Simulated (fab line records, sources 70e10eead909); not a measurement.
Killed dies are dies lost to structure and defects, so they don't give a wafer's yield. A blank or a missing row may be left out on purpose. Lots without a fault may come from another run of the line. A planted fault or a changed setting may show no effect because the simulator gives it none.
Chamber matching | flow nand_harc | NHARC_A_M0_PRE_CLEAN_31 on pecvd-04: 3 sister chambers
The step time 12 s. 3 wafers are shown with their chamber, then 12 later ones without.

WAFERS WITH THEIR CHAMBER
wafer  | chamber | heater_power_w (W)
L090.4 | 1       | 607
L090.3 | 2       | 704
L090.6 | 0       | 567

WAFERS WITHOUT THEIR CHAMBER
wafer  | heater_power_w (W)
L091.1 | 652
L091.4 | 504
L091.5 | 650
L096.1 | 649
L096.2 | 724
L096.3 | 504
L097.1 | 749
L097.3 | 544
L097.5 | 688
L097.2 | 680
L097.4 | 764
L097.6 | 533

WHICH CHAMBER EACH WENT THROUGH
wafer  | from the rows above          | in truth
L091.1 | can't be placed: 1 or 2 or 0 | 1
L091.4 | can't be placed: 0 or 1      | 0
L091.5 | can't be placed: 1 or 2 or 0 | 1
L096.1 | can't be placed: 1 or 2 or 0 | 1
L096.2 | 2                            | 2
L096.3 | can't be placed: 0 or 1      | 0
L097.1 | 2                            | 2
L097.3 | can't be placed: 0 or 1      | 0
L097.5 | can't be placed: 2 or 1      | 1
L097.2 | can't be placed: 2 or 1      | 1
L097.4 | 2                            | 2
L097.6 | can't be placed: 0 or 1      | 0
Placed correctly: 3 of 12. Can't be placed from these rows: 9 (the true chamber is among the candidates in 9). Placed wrongly: 0.
How it was worked out, from the rows above alone: a wafer's distance from a chamber is the root of the sum, over the readings, of the square of ((its reading less the chamber's mean) divided by the reading's scatter). The wafer belongs to the nearest chamber; if the next one is less than 2 further off, it can't be placed. A chamber's mean is the mean of its shown wafers. The scatter: with one shown wafer a chamber, the root of the mean of the squares of how far each hidden wafer lies from its nearest shown one.
